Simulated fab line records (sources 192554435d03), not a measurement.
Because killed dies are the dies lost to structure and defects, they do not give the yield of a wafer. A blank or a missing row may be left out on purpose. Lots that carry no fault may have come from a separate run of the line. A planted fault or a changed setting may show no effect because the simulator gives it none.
Which tool is to blame? || flow n5_finfet || 10 lots, 29 wafers sampled, at 5 steps of a route of 1938

## WHAT THE GAUGES SHOWED, per wafer
N5_BEOL_M4_RC_MEAS_101. Usual: DIBL_N 36.4 mV/V, standard deviation 1.9; DIBL_P 35.8 mV/V, standard deviation 2.1; IOFF_N 0.158 nA/um, standard deviation 0.029; IOFF_P 0.21 nA/um, standard deviation 0.035; ION_N 676 uA/um, standard deviation 14; ION_P 465 uA/um, standard deviation 9.7; SS_N 71.5 mV/dec, standard deviation 0.66; SS_P 73.4 mV/dec, standard deviation 0.7; VT_N 249.8 mV, standard deviation 3; VT_P -250 mV, standard deviation 3.3.
{"lot": "L356", "measured": "day 9 10:20", "on": "prober-01", "DIBL_N (mV/V)": "38.5 37.8 37.9", "DIBL_P (mV/V)": "39.9 36.8 37.4", "IOFF_N (nA/um)": "0.219 0.196 0.190", "IOFF_P (nA/um)": "0.27 0.21 0.21", "ION_N (uA/um)": "677 677 665", "ION_P (uA/um)": "463 455 452", "SS_N (mV/dec)": "71.9 72.8 72.8", "SS_P (mV/dec)": "75.0 73.8 74.1", "VT_N (mV)": "242.7 249.7 250.0", "VT_P (mV)": "-249 -251 -253", "flag": ""}
{"lot": "L357", "measured": "day 9 11:25", "on": "prober-01", "DIBL_N (mV/V)": "34.4 33.5 34.8", "DIBL_P (mV/V)": "34.7 33.8 35.7", "IOFF_N (nA/um)": "0.131 0.116 0.143", "IOFF_P (nA/um)": "0.20 0.19 0.22", "ION_N (uA/um)": "649 652 674", "ION_P (uA/um)": "451 456 473", "SS_N (mV/dec)": "71.3 70.9 71.7", "SS_P (mV/dec)": "73.2 73.1 73.1", "VT_N (mV)": "250.7 254.2 250.6", "VT_P (mV)": "-249 -249 -248", "flag": ""}
{"lot": "L358", "measured": "day 9 10:26", "on": "prober-02", "DIBL_N (mV/V)": "38.1 37.7 35.1", "DIBL_P (mV/V)": "37.1 36.5 33.8", "IOFF_N (nA/um)": "0.194 0.180 0.139", "IOFF_P (nA/um)": "0.26 0.25 0.21", "ION_N (uA/um)": "698 703 691", "ION_P (uA/um)": "479 489 482", "SS_N (mV/dec)": "71.5 71.7 70.8", "SS_P (mV/dec)": "73.5 73.9 72.7", "VT_N (mV)": "243.8 246.4 249.2", "VT_P (mV)": "-245 -247 -247", "flag": ""}
{"lot": "L360", "measured": "day 9 19:14", "on": "prober-02", "DIBL_N (mV/V)": "38.7 37.0", "DIBL_P (mV/V)": "39.5 37.7", "IOFF_N (nA/um)": "0.200 0.170", "IOFF_P (nA/um)": "0.23 0.21", "ION_N (uA/um)": "693 694", "ION_P (uA/um)": "465 473", "SS_N (mV/dec)": "72.1 71.2", "SS_P (mV/dec)": "74.2 73.7", "VT_N (mV)": "246.4 248.1", "VT_P (mV)": "-250 -253", "flag": ""}
{"lot": "L365", "measured": "day 11 04:08", "on": "prober-01", "DIBL_N (mV/V)": "38.3 34.2 35.1", "DIBL_P (mV/V)": "38.8 35.3 35.8", "IOFF_N (nA/um)": "0.204 0.135 0.141", "IOFF_P (nA/um)": "0.30 0.23 0.24", "ION_N (uA/um)": "678 686 667", "ION_P (uA/um)": "472 482 473", "SS_N (mV/dec)": "72.6 71.4 71.6", "SS_P (mV/dec)": "74.8 73.7 73.9", "VT_N (mV)": "246.1 250.5 250.7", "VT_P (mV)": "-246 -246 -246", "flag": ""}
{"lot": "L367", "measured": "day 11 21:34", "on": "prober-01", "DIBL_N (mV/V)": "38.9 38.0 41.7", "DIBL_P (mV/V)": "37.3 35.8 40.5", "IOFF_N (nA/um)": "0.190 0.161 0.228", "IOFF_P (nA/um)": "0.27 0.22 0.31", "ION_N (uA/um)": "707 687 708", "ION_P (uA/um)": "484 470 482", "SS_N (mV/dec)": "71.1 71.3 72.0", "SS_P (mV/dec)": "73.9 73.3 74.9", "VT_N (mV)": "243.9 248.4 242.3", "VT_P (mV)": "-243 -249 -244", "flag": ""}
{"lot": "L369", "measured": "day 12 22:19", "on": "prober-01", "DIBL_N (mV/V)": "36.3 35.3 37.1", "DIBL_P (mV/V)": "36.4 35.0 36.8", "IOFF_N (nA/um)": "0.150 0.140 0.162", "IOFF_P (nA/um)": "0.20 0.18 0.21", "ION_N (uA/um)": "664 671 683", "ION_P (uA/um)": "454 454 460", "SS_N (mV/dec)": "71.9 71.2 71.9", "SS_P (mV/dec)": "73.8 72.8 73.5", "VT_N (mV)": "249.2 251.6 251.9", "VT_P (mV)": "-253 -254 -253", "flag": ""}
{"lot": "L371", "measured": "day 12 18:44", "on": "prober-02", "DIBL_N (mV/V)": "35.6 36.3 34.5", "DIBL_P (mV/V)": "34.7 35.7 33.4", "IOFF_N (nA/um)": "0.148 0.159 0.129", "IOFF_P (nA/um)": "0.19 0.20 0.17", "ION_N (uA/um)": "680 682 666", "ION_P (uA/um)": "468 463 455", "SS_N (mV/dec)": "71.1 71.1 71.4", "SS_P (mV/dec)": "72.9 73.4 72.7", "VT_N (mV)": "250.3 249.3 252.4", "VT_P (mV)": "-252 -249 -252", "flag": ""}
{"lot": "L374", "measured": "day 13 18:32", "on": "prober-02", "DIBL_N (mV/V)": "35.8 35.2 34.1", "DIBL_P (mV/V)": "34.8 34.1 31.6", "IOFF_N (nA/um)": "0.155 0.142 0.117", "IOFF_P (nA/um)": "0.21 0.19 0.16", "ION_N (uA/um)": "671 666 656", "ION_P (uA/um)": "469 459 448", "SS_N (mV/dec)": "71.1 71.3 71.0", "SS_P (mV/dec)": "73.4 73.4 72.0", "VT_N (mV)": "250.0 251.1 250.5", "VT_P (mV)": "-249 -248 -251", "flag": ""}
{"lot": "L375", "measured": "day 14 12:35", "on": "prober-02", "DIBL_N (mV/V)": "37.4 34.5 38.1", "DIBL_P (mV/V)": "37.4 32.9 38.2", "IOFF_N (nA/um)": "0.166 0.117 0.185", "IOFF_P (nA/um)": "0.20 0.15 0.22", "ION_N (uA/um)": "686 664 688", "ION_P (uA/um)": "465 452 465", "SS_N (mV/dec)": "72.2 71.0 71.3", "SS_P (mV/dec)": "73.7 72.8 73.6", "VT_N (mV)": "249.1 253.6 248.7", "VT_P (mV)": "-254 -256 -253", "flag": ""}

## TOOL THAT RAN EACH LOT (tool first, then ch and the chambers of the sampled wafers, then the start)
{"lot": "L356", "N5_SD_ACTIVATION_LSA_01": "laser_anneal-01 ch 0, day 3 15:06", "N5_ILD0_LINER_00": "ald_sin-02 ch 0,1,3, day 3 15:40", "N5_ILD0_PRECLEAN_10": "remote_plasma-01 ch 0, day 3 18:41", "N5_ILD0_ALD_15": "ald_sin-03 ch 1,2,3, day 3 19:22"}
{"lot": "L357", "N5_SD_ACTIVATION_LSA_01": "laser_anneal-02 ch 0, day 3 22:17", "N5_ILD0_LINER_00": "ald_sin-03 ch 0,2,3, day 3 22:50", "N5_ILD0_PRECLEAN_10": "remote_plasma-02 ch 0, day 4 01:58", "N5_ILD0_ALD_15": "ald_sin-03 ch 0,2,3, day 4 02:32"}
{"lot": "L358", "N5_SD_ACTIVATION_LSA_01": "laser_anneal-01 ch 0, day 3 22:37", "N5_ILD0_LINER_00": "ald_sin-02 ch 0,1, day 3 23:08", "N5_ILD0_PRECLEAN_10": "remote_plasma-01 ch 0, day 4 02:22", "N5_ILD0_ALD_15": "ald_sin-02 ch 0,2, day 4 02:50"}
{"lot": "L360", "N5_SD_ACTIVATION_LSA_01": "laser_anneal-01 ch 0, day 4 11:28", "N5_ILD0_LINER_00": "ald_sin-01 ch 0,2, day 4 12:02", "N5_ILD0_PRECLEAN_10": "remote_plasma-02 ch 1, day 4 15:04", "N5_ILD0_ALD_15": "ald_sin-02 ch 1,2, day 4 15:44"}
{"lot": "L365", "N5_SD_ACTIVATION_LSA_01": "laser_anneal-02 ch 0, day 5 18:02", "N5_ILD0_LINER_00": "ald_sin-03 ch 0,3, day 5 18:35", "N5_ILD0_PRECLEAN_10": "remote_plasma-02 ch 0, day 5 21:37", "N5_ILD0_ALD_15": "ald_sin-01 ch 2,3, day 5 22:18"}
{"lot": "L367", "N5_SD_ACTIVATION_LSA_01": "laser_anneal-02 ch 0, day 6 05:12", "N5_ILD0_LINER_00": "ald_sin-03 ch 0,3, day 6 05:44", "N5_ILD0_PRECLEAN_10": "remote_plasma-02 ch 0, day 6 08:53", "N5_ILD0_ALD_15": "ald_sin-03 ch 0,1,3, day 6 09:29"}
{"lot": "L369", "N5_SD_ACTIVATION_LSA_01": "laser_anneal-02 ch 0, day 6 17:01", "N5_ILD0_LINER_00": "ald_sin-01 ch 0,1,3, day 6 17:37", "N5_ILD0_PRECLEAN_10": "remote_plasma-02 ch 1, day 6 20:47", "N5_ILD0_ALD_15": "ald_sin-01 ch 0,1,2, day 6 21:21"}
{"lot": "L371", "N5_SD_ACTIVATION_LSA_01": "laser_anneal-02 ch 0, day 7 10:08", "N5_ILD0_LINER_00": "ald_sin-02 ch 1,2,3, day 7 10:43", "N5_ILD0_PRECLEAN_10": "remote_plasma-01 ch 1, day 7 13:52", "N5_ILD0_ALD_15": "ald_sin-03 ch 1,2, day 7 14:32"}
{"lot": "L374", "N5_SD_ACTIVATION_LSA_01": "laser_anneal-01 ch 0, day 8 02:55", "N5_ILD0_LINER_00": "ald_sin-03 ch 2,3, day 8 03:40", "N5_ILD0_PRECLEAN_10": "remote_plasma-01 ch 0, day 8 06:50", "N5_ILD0_ALD_15": "ald_sin-03 ch 0,2, day 8 07:24"}
{"lot": "L375", "N5_SD_ACTIVATION_LSA_01": "laser_anneal-02 ch 0, day 8 04:22", "N5_ILD0_LINER_00": "ald_sin-03 ch 0,1, day 8 04:55", "N5_ILD0_PRECLEAN_10": "remote_plasma-01 ch 1, day 8 08:17", "N5_ILD0_ALD_15": "ald_sin-02 ch 0,3, day 8 09:11"}
- N5_SD_ACTIVATION_LSA_01: time 0.0008 s.
- N5_ILD0_LINER_00: material SiNx, target thk 4 nm, pulse time 1 s, purge time 2 s.
- N5_ILD0_PRECLEAN_10: cleans in NF3:NH3, afs cycles 5, time 20 s, sublimation time 60 s.
- N5_ILD0_ALD_15: deposits SiNx, target thk 24 nm, pulse time 1 s, ald cycles 480.

## AS READ BY THE TOOLS THEMSELVES (means over the sampled wafers that have a number; for cases with no such wafer, the mark the record gives instead)
N5_SD_ACTIVATION_LSA_01. Usual: wafer_temp_C_max at 1082.9, with a standard deviation of 0.62.
{"lot": "L356", "tool": "laser_anneal-01", "wafer_temp_C_max": 1083.2, "flag": ""}
{"lot": "L357", "tool": "laser_anneal-02", "wafer_temp_C_max": 1084.0, "flag": ""}
{"lot": "L358", "tool": "laser_anneal-01", "wafer_temp_C_max": 1082.8, "flag": ""}
{"lot": "L360", "tool": "laser_anneal-01", "wafer_temp_C_max": 1082.7, "flag": ""}
{"lot": "L365", "tool": "laser_anneal-02", "wafer_temp_C_max": 1082.3, "flag": ""}
{"lot": "L367", "tool": "laser_anneal-02", "wafer_temp_C_max": 1083.3, "flag": ""}
{"lot": "L369", "tool": "laser_anneal-02", "wafer_temp_C_max": 1082.8, "flag": ""}
{"lot": "L371", "tool": "laser_anneal-02", "wafer_temp_C_max": 1083.3, "flag": ""}
{"lot": "L374", "tool": "laser_anneal-01", "wafer_temp_C_max": 1082.7, "flag": ""}
{"lot": "L375", "tool": "laser_anneal-02", "wafer_temp_C_max": 1082.9, "flag": ""}

N5_ILD0_LINER_00. Usual: heater_power_w 848 W, standard deviation 76; precursor_pulse_height_rel 1.001, standard deviation 0.019; susceptor_temp_C 400.01 C, standard deviation 0.2.
{"lot": "L356", "tool": "ald_sin-02", "heater_power_w (W)": 881, "precursor_pulse_height_rel": 0.988, "susceptor_temp_C (C)": 399.70, "flag": ""}
{"lot": "L357", "tool": "ald_sin-03", "heater_power_w (W)": 827, "precursor_pulse_height_rel": 1.015, "susceptor_temp_C (C)": 399.88, "flag": ""}
{"lot": "L358", "tool": "ald_sin-02", "heater_power_w (W)": 841, "precursor_pulse_height_rel": 1.009, "susceptor_temp_C (C)": 400.11, "flag": ""}
{"lot": "L360", "tool": "ald_sin-01", "heater_power_w (W)": 828, "precursor_pulse_height_rel": 1.022, "susceptor_temp_C (C)": 400.10, "flag": ""}
{"lot": "L365", "tool": "ald_sin-03", "heater_power_w (W)": 867, "precursor_pulse_height_rel": 0.989, "susceptor_temp_C (C)": 400.17, "flag": ""}
{"lot": "L367", "tool": "ald_sin-03", "heater_power_w (W)": 833, "precursor_pulse_height_rel": 0.976, "susceptor_temp_C (C)": 399.95, "flag": ""}
{"lot": "L369", "tool": "ald_sin-01", "heater_power_w (W)": 817, "precursor_pulse_height_rel": 0.997, "susceptor_temp_C (C)": 399.92, "flag": ""}
{"lot": "L371", "tool": "ald_sin-02", "heater_power_w (W)": 957, "precursor_pulse_height_rel": 1.007, "susceptor_temp_C (C)": 399.86, "flag": ""}
{"lot": "L374", "tool": "ald_sin-03", "heater_power_w (W)": 870, "precursor_pulse_height_rel": 1.003, "susceptor_temp_C (C)": 400.22, "flag": ""}
{"lot": "L375", "tool": "ald_sin-03", "heater_power_w (W)": 796, "precursor_pulse_height_rel": 1.002, "susceptor_temp_C (C)": 400.09, "flag": ""}

N5_ILD0_PRECLEAN_10. Usual: temp_c at 30.01 C, with a standard deviation of 0.11.
{"lot": "L356", "tool": "remote_plasma-01", "temp_c (C)": 30.09, "flag": ""}
{"lot": "L357", "tool": "remote_plasma-02", "temp_c (C)": 30.02, "flag": ""}
{"lot": "L358", "tool": "remote_plasma-01", "temp_c (C)": 29.93, "flag": ""}
{"lot": "L360", "tool": "remote_plasma-02", "temp_c (C)": 30.02, "flag": ""}
{"lot": "L365", "tool": "remote_plasma-02", "temp_c (C)": 29.86, "flag": ""}
{"lot": "L367", "tool": "remote_plasma-02", "temp_c (C)": 29.97, "flag": ""}
{"lot": "L369", "tool": "remote_plasma-02", "temp_c (C)": 29.94, "flag": ""}
{"lot": "L371", "tool": "remote_plasma-01", "temp_c (C)": 30.13, "flag": ""}
{"lot": "L374", "tool": "remote_plasma-01", "temp_c (C)": 30.04, "flag": ""}
{"lot": "L375", "tool": "remote_plasma-01", "temp_c (C)": 30.14, "flag": ""}

N5_ILD0_ALD_15. Usual: heater_power_w 848 W, standard deviation 77; precursor_pulse_height_rel 1.001, standard deviation 0.02; susceptor_temp_C 399.99 C, standard deviation 0.25.
{"lot": "L356", "tool": "ald_sin-03", "heater_power_w (W)": 836, "precursor_pulse_height_rel": 0.986, "susceptor_temp_C (C)": 399.96, "flag": ""}
{"lot": "L357", "tool": "ald_sin-03", "heater_power_w (W)": 844, "precursor_pulse_height_rel": 1.011, "susceptor_temp_C (C)": 400.07, "flag": ""}
{"lot": "L358", "tool": "ald_sin-02", "heater_power_w (W)": 850, "precursor_pulse_height_rel": 1.014, "susceptor_temp_C (C)": 399.75, "flag": ""}
{"lot": "L360", "tool": "ald_sin-02", "heater_power_w (W)": 982, "precursor_pulse_height_rel": 0.991, "susceptor_temp_C (C)": 399.91, "flag": ""}
{"lot": "L365", "tool": "ald_sin-01", "heater_power_w (W)": 883, "precursor_pulse_height_rel": 1.022, "susceptor_temp_C (C)": 400.03, "flag": ""}
{"lot": "L367", "tool": "ald_sin-03", "heater_power_w (W)": 839, "precursor_pulse_height_rel": 1.019, "susceptor_temp_C (C)": 400.32, "flag": ""}
{"lot": "L369", "tool": "ald_sin-01", "heater_power_w (W)": 844, "precursor_pulse_height_rel": 0.999, "susceptor_temp_C (C)": 400.02, "flag": ""}
{"lot": "L371", "tool": "ald_sin-03", "heater_power_w (W)": 799, "precursor_pulse_height_rel": 0.998, "susceptor_temp_C (C)": 399.76, "flag": ""}
{"lot": "L374", "tool": "ald_sin-03", "heater_power_w (W)": 782, "precursor_pulse_height_rel": 1.006, "susceptor_temp_C (C)": 399.49, "flag": ""}
{"lot": "L375", "tool": "ald_sin-02", "heater_power_w (W)": 861, "precursor_pulse_height_rel": 0.991, "susceptor_temp_C (C)": 400.06, "flag": ""}

## THE ANSWER, worked out from the rows above alone
Rule: a lot counts as off when the mean over its wafers that have a number is more than 3 standard deviations away from the usual mean. A lot without any number at a reading at which 4 lots or more have one is off too. The other lots that the step has rows for count as sound. Order of review: gauges by route order, followed by the tools' own readings, for which a lot's mean as printed above is used. The first step at which some lot is off is used, and at that step the reading that is off furthest; a lot without a number counts as furthest.
None of the lots is off at any reading shown; this tells nothing.

## WHAT HAD BEEN PUT IN BY THE SIMULATOR
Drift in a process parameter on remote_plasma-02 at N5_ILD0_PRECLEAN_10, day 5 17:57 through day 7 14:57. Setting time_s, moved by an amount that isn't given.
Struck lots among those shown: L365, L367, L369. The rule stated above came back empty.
